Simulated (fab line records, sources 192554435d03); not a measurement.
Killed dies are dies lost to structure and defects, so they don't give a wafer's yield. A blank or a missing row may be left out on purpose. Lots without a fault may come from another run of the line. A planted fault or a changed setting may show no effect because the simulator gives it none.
Chamber matching | flow n5_finfet | N5_GATE_CUT_DESCUM_18 on rie_diel-02: 4 sister chambers
The step chemistry O2, time 7 s. 7 wafers are shown with their chamber, then 8 later ones without.

WAFERS WITH THEIR CHAMBER
wafer  | chamber | drypump_motor_current_A (A) | throttle_valve_pct (%)
L076.2 | 0       | 5.0                         | 20.55
L081.3 | 1       | 5.7                         | 20.27
L083.6 | 3       | 5.6                         | 20.45
L084.1 | 2       | 6.4                         | 20.53
L084.2 | 1       | 5.8                         | 20.25
L084.4 | 3       | 5.6                         | 20.46
L086.1 | 2       | 6.4                         | 20.54

WAFERS WITHOUT THEIR CHAMBER
wafer  | drypump_motor_current_A (A) | throttle_valve_pct (%)
L086.2 | 5.8                         | 20.25
L086.4 | 5.0                         | 20.58
L091.3 | 5.6                         | 20.11
L091.4 | 6.4                         | 20.56
L091.5 | 5.1                         | 20.59
L097.1 | 6.5                         | 20.56
L097.2 | 5.7                         | 20.30
L097.5 | 5.1                         | 20.60

WHICH CHAMBER EACH WENT THROUGH
wafer  | from the rows above | in truth
L086.2 | 1                   | 1
L086.4 | 0                   | 0
L091.3 | 1                   | 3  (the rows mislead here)
L091.4 | 2                   | 2
L091.5 | 0                   | 0
L097.1 | 2                   | 2
L097.2 | 1                   | 1
L097.5 | 0                   | 0
Placed correctly: 7 of 8. Can't be placed from these rows: 0. Placed wrongly: 1.
How it was worked out, from the rows above alone: a wafer's distance from a chamber is the root of the sum, over the readings, of the square of ((its reading less the chamber's mean) divided by the reading's scatter). The wafer belongs to the nearest chamber; if the next one is less than 2 further off, it can't be placed. A chamber's mean is the mean of its shown wafers. The scatter: the root of (the sum of the squares of (reading less its chamber's mean) over the shown wafers, divided by (wafers less chambers)).
